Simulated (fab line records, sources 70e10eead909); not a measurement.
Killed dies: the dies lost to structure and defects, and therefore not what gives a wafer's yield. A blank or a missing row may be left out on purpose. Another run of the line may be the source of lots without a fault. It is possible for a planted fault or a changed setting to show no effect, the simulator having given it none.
One fault seen from 2 desks + flow nand-harc + numbers are kept per desk, each desk with only its own; the story behind them comes last

== THE METROLOGY DESK ==
What the gauges read, lot by lot, whatever tool the lot ran on: means of the sampled wafers that have a number. The brackets show how far a lot's mean lies from the usual mean; more than 4 standard deviations puts the lot out of limits, marked OUT.
Columns: A = thk-nm at NHARC_A_ONON_D1_THK_MEAS_18, usual 1003 nm
| lot  | first seen here | A             |
|------|-----------------|---------------|
| L117 | day 8 06:42     | 992           |
| L118 | day 8 14:55     | 984           |
| L119 | day 8 14:55     | 997           |
| L123 | day 9 00:24     | 1010          |
| L120 | day 9 00:26     | 1004          |
| L121 | day 9 00:26     | 1013          |
| L122 | day 9 04:49     | 1010          |
| L126 | day 9 23:56     | 992           |
| L125 | day 10 05:40    | 990           |
| L127 | day 10 18:32    | 998           |
| L128 | day 11 05:07    | 1000          |
| L132 | day 11 21:41    | 853 (-16) OUT |
| L133 | day 12 01:07    | 782 (-24) OUT |
| L137 | day 12 22:26    | 859 (-16) OUT |
This desk's verdict: out of limits on L132, L133, L137, starting with L132 at day 11 21:41 (thk-nm at NHARC_A_ONON_D1_THK_MEAS_18). L117, L118, L119, L123, L120, L121, L122, L126, L125, L127, L128 stayed within limits.

== THE DEFECT DESK ==
Lot by lot, what the route's inspections counted, given as the mean of those sampled wafers with a number. The brackets show how far a lot's mean lies from the usual mean; more than 4 standard deviations puts the lot out of limits, marked OUT.
Columns: A = raw-defect-count at NHARC_A_ONON_D1_INSPECT_32, usual 74
| lot  | first seen here | A   |
|------|-----------------|-----|
| L117 | day 8 09:30     | 51  |
| L118 | day 8 17:46     | 82  |
| L119 | day 8 17:55     | 41  |
| L123 | day 9 03:13     | 129 |
| L120 | day 9 03:17     | 76  |
| L121 | day 9 03:20     | 61  |
| L122 | day 9 07:40     | 49  |
| L126 | day 10 02:44    | 88  |
| L125 | day 10 08:34    | 73  |
| L127 | day 10 21:22    | 82  |
| L128 | day 11 07:58    | 50  |
| L132 | day 12 00:31    | 83  |
| L133 | day 12 03:58    | 56  |
| L137 | day 13 01:14    | 86  |
Result from this desk: across the 14 lots, nothing is out of limits.

== PUT TOGETHER ==
At day 11 21:41 the metrology desk could have sounded an alarm, on L132, L133, L137.
The defect desk saw nothing out of limits.
The defect desk has L132, L133, L137 on record, within its limits.
On pecvd-onon-02, each named lot ran NHARC_A_ONON_D1_DEP_16.

== WHAT THE SIMULATOR HAD INSERTED ==
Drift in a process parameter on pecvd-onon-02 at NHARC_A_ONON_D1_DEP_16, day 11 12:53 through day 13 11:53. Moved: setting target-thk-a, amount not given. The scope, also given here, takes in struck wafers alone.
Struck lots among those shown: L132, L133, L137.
Hours from the fault's start to each desk's first reading out of limits: the metrology desk, 9.
